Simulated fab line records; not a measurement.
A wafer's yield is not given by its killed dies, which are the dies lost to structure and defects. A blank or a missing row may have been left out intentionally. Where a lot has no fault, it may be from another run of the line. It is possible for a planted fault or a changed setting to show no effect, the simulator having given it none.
fab line records	flow nand-harc
record: lots: 12	wafers: 36	last-day: 24
route steps=1159 shown A_BONDPAD@1088 THIN_TSV@1107 END@1159
lots that met no fault: taken from a fault-free run of the same line
start-h: hours from the record's first day to the start of the lot's first wafer shown	wait-h: how many hours have passed since the lot's step before this one	" repeats the value in the row above	L1.1+2: a single row standing in for several wafers	- no value, or no start was given	* or withheld: withheld	< > ~ a bound
route shown NAME@n: a module of which the file shows steps, and the number in the route of the first	usual: mean and standard deviation over wafers with no fault	same: alike in all rows	chamber/n: place in a boat	sites: the reading at each site	_std_site: their standard deviation	_edge_site: inner sites' mean taken away from outer sites' mean	radius-mm: for every site, how far away it sits from the centre of the wafer	mask NAME#n: copy n	behind: the most recent tool/chamber to have shaped the wafer	hold: cause of the lot's hold/its duration in hours/its outcome	device: the transistor (n, p or np) that didn't switch	end of line: the route-end tests of the same wafers	a step with no rows: only its recipe	killed: dies that structure and defects cost at the first sort, which is not the same as the wafer's yield	map: a wafer's dies, x killed, . not, _ none there
set.NAME: the setting the step ran with; set.NAME@STEP: the setting that earlier step ran with	model.NAME: the simulator's own value behind a step, which no gauge read
the route's steps for a sample of lots (tables are steps, rows are wafers)
services: the hour from which a tool's chamber was out of use, counted from the record's first day as start-h (under 0 if before that day), plus the number of hours and why
== steps ==
step: NHARC_A_BONDPAD_CMP_19
recipe: t-overpolish-s: 30	cu-recess-touch-s: 16	target-thk-nm: 169.8
usual: edge-zone-pressure-frac: 1.000/0.0043	motor-current-A: 11.7/1	overpolish-run-s: 30.000/0.01	pad-life-wafers: 276/170
lot.wafer	tool	chamber	start-h	wait-h	edge-zone-pressure-frac	motor-current-A	overpolish-run-s	pad-life-wafers
L274.1	cmp-04	3	425.46	-	1.008	11.7	29.985	146
L274.2	"	0	"	"	0.994	11.0	29.999	147
L274.5	"	1	"	"	1.007	11.8	30.008	-
L273.4	cmp-01	0	425.69	-	1.001	10.3	29.999	301
L273.3	"	1	"	"	1.009	12.3	30.012	302
L273.5	"	3	"	"	0.996	12.6	30.019	-
L271.1	cmp-03	2	425.71	-	1.008	12.5	30.000	450
L271.2	"	3	"	"	1.009	9.9	29.986	451
L271.6	"	3	"	"	0.999	10.3	30.007	-
L276.4	cmp-01	2	438.73	-	0.995	11.0	29.994	408
L276.1	"	1	"	"	0.998	12.1	30.004	411
L276.6	"	3	"	"	0.995	12.6	29.999	-
L275.3	cmp-01	0	439.99	-	0.995	10.8	30.003	415
L275.5	"	3	"	"	1.005	12.5	30.000	-
L275.6	"	0	"	"	0.998	9.9	29.997	-
L279.2	cmp-04	0	448.42	-	0.994	10.8	30.000	272
L279.5	"	2	"	"	0.997	11.7	29.996	-
L279.6	"	3	"	"	1.001	11.8	29.983	-
L278.1	cmp-01	2	458.65	-	1.004	11.1	30.017	541
L278.3	"	3	"	"	0.999	12.6	30.012	542
L278.5	"	2	"	"	0.997	11.5	30.006	-
L280.1	cmp-01	0	473.44	-	1.003	10.7	30.004	648
L280.4	"	1	"	"	1.000	12.2	30.015	649
L280.5	"	1	"	"	0.997	11.9	29.996	-
L283.1	cmp-03	0	474.25	-	0.996	13.9	30.003	108
L283.3	"	3	"	"	0.996	10.3	29.999	111
L283.5	"	1	"	"	1.008	12.2	30.002	-
L287.1	cmp-03	2	509.82	-	0.998	12.3	30.000	354
L287.3	"	1	"	"	0.998	12.2	29.999	357
L287.6	"	3	"	"	0.998	10.3	29.987	-
L291.3	cmp-01	2	518.20	-	1.001	11.5	30.015	217
L291.6	"	1	"	"	0.991	11.9	29.997	-
L291.5	"	2	"	"	0.999	11.8	30.002	-
L293.2	cmp-03	3	532.41	-	0.999	9.9	29.988	492
L293.1	"	2	"	"	1.001	12.3	29.987	495
L293.6	"	3	"	"	1.004	10.6	30.007	-
step: NHARC_A_BONDPAD_THK_MEAS_20
recipe: thk-meas-gauge: xrf
usual: thk-nm: 169.8/1.6
lot.wafer	tool	chamber	start-h	wait-h	thk-nm
L274.1	film-metro-01	-	425.72	-	167.8
L274.2	"	-	"	"	171.4
L274.5	"	-	"	"	169.4
L273.3	film-metro-02	-	425.98	-	170.4
L273.4	"	-	"	"	173.0
L273.5	"	-	"	"	168.7
L271.1	film-metro-01	-	426.03	-	168.1
L271.2	"	-	"	"	170.8
L271.6	"	-	"	"	168.6
L276.1	film-metro-02	-	439.06	-	169.1
L276.4	"	-	"	"	167.2
L276.6	"	-	"	"	168.6
L275.3	film-metro-02	-	440.29	-	173.9
L275.5	"	-	"	"	169.6
L275.6	"	-	"	"	170.1
L279.2	film-metro-02	-	448.68	-	171.6
L279.5	"	-	"	"	171.7
L279.6	"	-	"	"	169.0
L278.1	film-metro-01	-	458.94	-	170.0
L278.3	"	-	"	"	169.0
L278.5	"	-	"	"	169.6
L280.1	film-metro-01	-	473.77	-	172.5
L280.4	"	-	"	"	169.5
L280.5	"	-	"	"	169.1
L283.1	film-metro-02	-	474.57	-	170.9
L283.3	"	-	"	"	169.9
L283.5	"	-	"	"	168.7
L287.1	film-metro-01	-	510.15	-	169.2
L287.3	"	-	"	"	170.7
L287.6	"	-	"	"	167.6
L291.3	film-metro-01	-	518.50	-	172.2
L291.5	"	-	"	"	168.9
L291.6	"	-	"	"	170.8
L293.1	film-metro-01	-	532.73	-	169.7
L293.2	"	-	"	"	168.6
L293.6	"	-	"	"	168.2
step: NHARC_THIN_TSV_DEP_43
recipe: target-thk-a: 13285	temp-c: withheld	pressure-torr: 6.5	rf-w: 900	teos-flow-sccm: 161.4	flow-sccm: 2650	target-thk-nm: 1328.5	gas: O2	material: SiO2
usual: throttle-valve-pct: 15.8/0.53
lot.wafer	tool	chamber	start-h	wait-h	throttle-valve-pct
L274.2	pecvd-02	1	440.15	-	15.6
L274.1	"	2	"	"	16.4
L274.5	"	1	"	"	15.5
L273.3	pecvd-04	0	441.80	-	16.4
L273.5	"	0	"	"	16.3
L273.4	"	2	"	"	15.7
L271.1	pecvd-04	1	442.99	-	15.6
L271.2	"	0	"	"	16.5
L271.6	"	0	"	"	16.2
L276.1	pecvd-03	1	451.45	-	15.6
L276.4	"	1	"	"	15.5
L276.6	"	0	"	"	16.6
L275.3	pecvd-03	1	452.64	-	15.7
L275.6	"	2	"	"	15.5
L275.5	"	0	"	"	16.5
L279.2	pecvd-04	0	463.17	-	16.5
L279.6	"	0	"	"	16.4
L279.5	"	2	"	"	15.6
L278.1	pecvd-03	1	473.35	-	15.6
L278.3	"	0	"	"	16.8
L278.5	"	2	"	"	15.4
L280.1	pecvd-02	0	485.93	-	15.6
L280.5	"	2	"	"	16.1
L280.4	"	0	"	"	15.3
L283.3	pecvd-02	1	488.44	-	15.9
L283.1	"	0	"	"	15.7
L283.5	"	2	"	"	16.5
L287.3	pecvd-03	2	524.13	-	14.7
L287.1	"	1	"	"	15.4
L287.6	"	2	"	"	14.9
L291.3	pecvd-02	0	532.10	-	15.1
L291.6	"	2	"	"	16.3
L291.5	"	0	"	"	14.9
L293.2	pecvd-04	1	544.70	-	15.8
L293.1	"	2	"	"	15.8
L293.6	"	1	"	"	15.6
step: NHARC_THIN_TSV_CMP_21
recipe: t-overpolish-s: 30	target-thk-nm: 2000
usual: edge-zone-pressure-frac: 1.000/0.0046	motor-current-A: 11.9/1.2	overpolish-run-s: 30.000/0.01	pad-life-wafers: 314/180
lot.wafer	tool	chamber	start-h	wait-h	edge-zone-pressure-frac	motor-current-A	overpolish-run-s	pad-life-wafers
L274.2	cmp-03	0	445.18	-	0.996	13.3	29.979	576
L274.1	"	3	"	"	1.005	10.3	29.992	579
L274.5	"	1	"	"	1.002	11.6	29.995	-
L273.3	cmp-03	1	447.21	-	1.009	12.0	29.996	596
L273.4	"	2	"	"	1.003	12.3	29.989	597
L273.5	"	0	"	"	0.998	13.9	30.003	-
L271.2	cmp-03	2	448.51	-	1.006	12.3	29.990	602
L271.1	"	3	"	"	1.002	10.2	29.999	603
L271.6	"	1	"	"	0.999	12.8	30.001	-
L276.4	cmp-01	2	457.28	-	0.994	11.2	30.010	522
L276.1	"	3	"	"	0.995	12.3	30.005	523
L276.6	"	2	"	"	1.002	12.0	30.006	-
L275.3	cmp-02	2	457.82	-	1.000	11.5	29.985	187
L275.6	"	1	"	"	0.999	13.1	29.994	-
L275.5	"	2	"	"	1.000	11.6	30.012	-
L279.2	cmp-03	0	468.21	-	1.004	14.2	30.002	55
L279.6	"	3	"	"	0.996	10.2	30.001	-
L279.5	"	0	"	"	1.006	14.1	30.008	-
L278.3	cmp-03	0	478.56	-	1.004	14.4	30.009	145
L278.1	"	1	"	"	0.999	11.5	30.014	146
L278.5	"	0	"	"	1.006	13.3	30.003	-
L280.1	cmp-01	0	491.17	-	0.996	10.9	30.007	86
L280.4	"	1	"	"	1.002	11.3	30.000	87
L280.5	"	2	"	"	1.002	10.9	29.989	-
L283.3	cmp-02	0	493.58	-	0.998	11.1	30.006	398
L283.1	"	1	"	"	1.000	13.4	29.990	399
L283.5	"	3	"	"	1.002	9.8	29.988	-
L287.1	cmp-01	2	529.26	-	0.997	11.5	30.004	300
L287.3	"	3	"	"	0.994	12.4	30.010	301
L287.6	"	3	"	"	1.006	13.2	30.013	-
L291.3	cmp-01	1	537.41	-	1.002	11.9	29.986	339
L291.6	"	2	"	"	1.005	11.4	30.008	-
L291.5	"	3	"	"	0.996	12.3	30.000	-
L293.2	cmp-01	1	549.79	-	1.000	11.8	29.989	392
L293.1	"	2	"	"	1.007	12.3	29.993	393
L293.6	"	3	"	"	1.001	12.6	29.999	-
step: NHARC_END_SORT_01
recipe: temp-c: 25
usual: defect-limited-yield: 95.1/1.3	killed-at-array: 29/8.4	killed-at-other: 0.7/1.2	killed-at-periphery: 3.8/2.1	killed-dies: 33/9	killed-open: 3.4/2	killed-short: 2.1/1.4	sort_bin_2_pct: 1.5/0.56	sort_bin_3_pct: 0.26/0.2	sort_bin_4_pct: 3.1/0.91	sort-n-pass: 644/9	sort-rim-yield-pct: 96.2/2.2	sort-yield-pct: 95.1/1.3
same: gross-dies: 677	sort_bin_5_pct[%]: 0	sort_bin_6_pct[%]: 0	sort_bin_7_pct[%]: 0	sort_bin_8_pct[%]: 0	sort-rim-n-gross: 106.00
lot.wafer	tool	chamber	start-h	wait-h	defect-limited-yield[%]	killed-at-array	killed-at-other	killed-at-periphery	killed-dies	killed-open	killed-short	sort_bin_2_pct[%]	sort_bin_3_pct[%]	sort_bin_4_pct[%]	sort-n-pass	sort-rim-yield-pct[%]	sort-yield-pct[%]
L287.1	prober-01	0	542.48	2.5	94.5	32	0	5	37	6	2	1.9	0.30	3.2	640	92.5	94.5
L287.3	prober-01	0	544.08	3.1	95.1	26	4	3	33	1	1	1.8	0.30	2.8	644	92.5	95.1
L287.6	prober-01	0	546.48	4.0	0	29	644	4	677	4	2	96.2	0.44	3.4	0	0	0
killed by level:class
L287.1 A_CHANNEL_HOLE_D1:chamber-film-flake=20 A_ONON_D1:geometric-particle:open=2 A_CONTACT:geometric-particle:open=2 P_STI:chamber-film-flake=2 A_CONTACT:chamber-film-flake=2 A_BLC:chamber-film-flake=2 P_GATE:geometric-particle:short=1 P_CONTACT:geometric-particle:short=1
L287.3 A_CHANNEL_HOLE_D1:chamber-film-flake=17 A_CONTACT:chamber-film-flake=4 THIN_TSV:chamber-film-flake=4 P_GATE:chamber-film-flake=2 A_ZERO_WELL:chamber-film-flake=2 A_CONTACT:geometric-particle:open=1 A_M0:geometric-particle:short=1 P_STI:chamber-film-flake=1
L287.6 THIN_TSV:area-dep=641 A_CHANNEL_HOLE_D1:chamber-film-flake=20 THIN_TSV:chamber-film-flake=3 A_WL_FILL:geometric-particle:short=2 A_SLIT:chamber-film-flake=2 A_CONTACT:chamber-film-flake=2 P_CONTACT:geometric-particle:open=1 P_M2:geometric-particle:open=1
== services ==
tool	chamber	start-h	hours	kind
cmp-04	-	411.07	2.7	repair
cmp-02	-	422.64	4.0	pm
pecvd-02	1	447.46	7.7	repair
pecvd-03	-	450.68	0.5	repair
cmp-03	-	454.02	4.0	pm
cmp-03	-	458.02	-	consumable-replace:conditioner
cmp-03	-	458.02	-	consumable-replace:pad
cmp-01	-	461.92	1.0	repair
cmp-02	-	471.07	3.0	repair
pecvd-03	-	473.62	13.0	pm
pecvd-03	0	473.62	13.0	vent-cycle
cmp-01	-	473.65	4.0	pm
cmp-01	-	477.65	-	consumable-replace:conditioner
cmp-01	-	477.65	-	consumable-replace:pad
cmp-02	-	484.47	0.6	repair
cmp-04	-	497.17	4.0	pm
cmp-02	-	503.26	2.7	repair
cmp-04	-	505.41	1.1	repair
cmp-01	-	507.20	4.9	repair
pecvd-02	2	513.38	3.7	repair
pecvd-02	-	515.69	13.0	pm
cmp-02	-	520.64	4.0	pm
cmp-04	-	546.93	0.7	repair
cmp-04	-	548.10	0.6	repair
== key ==
first-sign: step: NHARC_END_SORT_01	reading: killed-at-other	direction: up	sigmas: 99+	usual: 0.7	struck: 644
effect: step: NHARC_END_SORT_01	reading: sort_bin_2_pct	direction: up	sigmas: 99+	usual: 1.5	struck: 96.2
more-kills-born-at: NHARC_THIN_TSV_DEP_43@pecvd-03: 641
met-at NHARC_THIN_TSV_DEP_43
struck-lots L287
struck-wafers L287.6
later-rows-left-out L287.6
not-acting-at NHARC_A_BONDPAD_CMP_19,NHARC_A_BONDPAD_THK_MEAS_20,NHARC_THIN_TSV_CMP_21
onset-between 473.35 524.13
fault: kind: process-parameter-drift	tool: pecvd-03	chamber: -	onset-h: 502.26	steps: NHARC_THIN_TSV_DEP_43	channel: target-thk-nm	offset: 460.9	shape: step	end-h: 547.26	scope: struck-wafers-only	acts-in: these-recipes-only	stated: 1328.5
later-rows-left-out: the simulator's readings of these wafers behind a module that went badly wrong aren't trusted and aren't shown, but for the sort
